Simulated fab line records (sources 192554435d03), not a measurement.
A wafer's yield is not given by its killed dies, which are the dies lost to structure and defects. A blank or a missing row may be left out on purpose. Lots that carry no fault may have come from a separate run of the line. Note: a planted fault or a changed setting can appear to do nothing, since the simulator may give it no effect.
Matching of chambers | flow n5 finfet | 4 sister chambers for N5_SD_EPI_N_LINER_46 on ald sin-04
The step material SiNx, target thk 3 nm. 4 wafers are shown with their chamber, then 11 later ones without.

== EACH WAFER AND ITS CHAMBER ==
wafer  | chamber | heater power outer w (W)
L612.1 | 1       | 555
L613.1 | 3       | 504
L613.4 | 0       | 502
L617.1 | 2       | 636

== WAFERS WITH NO CHAMBER GIVEN ==
wafer  | heater power outer w (W)
L617.2 | 492
L617.4 | 551
L618.1 | 497
L618.2 | 659
L618.4 | 547
L621.2 | 499
L621.3 | 548
L621.4 | 507
L626.1 | 624
L626.3 | 528
L626.5 | 499

== CHAMBER TAKEN BY EACH ==
wafer  | from the rows above          | in truth
L617.2 | can't be placed: 0 or 3      | 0
L617.4 | 1                            | 1
L618.1 | can't be placed: 0 or 3      | 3
L618.2 | 2                            | 2
L618.4 | 1                            | 1
L621.2 | can't be placed: 0 or 3      | 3
L621.3 | 1                            | 1
L621.4 | can't be placed: 3 or 0      | 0
L626.1 | 2                            | 2
L626.3 | can't be placed: 3 or 0 or 1 | 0
L626.5 | can't be placed: 0 or 3      | 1
5 of 11 placed correctly. From these rows, 6 cannot be placed; in 5 the true chamber is one of the candidates. Placed wrongly: 0.
How it was worked out, from the rows above alone: a wafer's distance from a chamber is the root of the sum, over the readings, of the square of ((its reading less the chamber's mean) divided by the reading's scatter). The wafer belongs to the nearest chamber; if the next one is less than 2 further off, it can't be placed. Each chamber's mean is taken over the wafers shown for it. The scatter: root of mean squared gap, hidden wafer to nearest shown wafer, with one shown wafer a chamber.
